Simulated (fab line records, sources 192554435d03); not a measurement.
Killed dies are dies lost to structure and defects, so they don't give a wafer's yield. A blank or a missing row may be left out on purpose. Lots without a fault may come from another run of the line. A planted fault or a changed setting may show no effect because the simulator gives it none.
Chamber matching | flow n5_finfet | N5_MOL_CONTACT_COAG_ALD_131 on ald_sin-04: 4 sister chambers
The step deposits SiO2, target thk 5 nm, pulse time 1 s, co reactant pulse time 1 s. 7 wafers are shown with their chamber, then 8 later ones without.

WAFERS WITH THEIR CHAMBER
wafer  | chamber | heater_power_w (W) | precursor_pulse_height_rel
L079.6 | 1       | 90                 | 1.021
L081.1 | 2       | 83                 | 0.984
L081.3 | 3       | 67                 | 1.023
L085.1 | 3       | 68                 | 1.001
L085.3 | 2       | 83                 | 1.004
L085.6 | 0       | 74                 | 1.004
L086.1 | 0       | 72                 | 0.996

WAFERS WITHOUT THEIR CHAMBER
wafer  | heater_power_w (W) | precursor_pulse_height_rel
L086.3 | 67                 | 1.021
L086.4 | 74                 | 1.000
L091.2 | 80                 | 0.978
L091.5 | 70                 | 1.006
L091.6 | 87                 | 0.978
L095.1 | 67                 | 0.998
L095.4 | 69                 | 0.996
L095.6 | 68                 | 0.985

WHICH CHAMBER EACH WENT THROUGH
wafer  | from the rows above     | in truth
L086.3 | 3                       | 3
L086.4 | 0                       | 0
L091.2 | 2                       | 2
L091.5 | can't be placed: 3 or 0 | 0
L091.6 | can't be placed: 2 or 1 | 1
L095.1 | 3                       | 3
L095.4 | 3                       | 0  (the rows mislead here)
L095.6 | 3                       | 3
Placed correctly: 5 of 8. Can't be placed from these rows: 2 (the true chamber is among the candidates in 2). Placed wrongly: 1.
How it was worked out, from the rows above alone: a wafer's distance from a chamber is the root of the sum, over the readings, of the square of ((its reading less the chamber's mean) divided by the reading's scatter). The wafer belongs to the nearest chamber; if the next one is less than 2 further off, it can't be placed. A chamber's mean is the mean of its shown wafers. The scatter: the root of (the sum of the squares of (reading less its chamber's mean) over the shown wafers, divided by (wafers less chambers)).
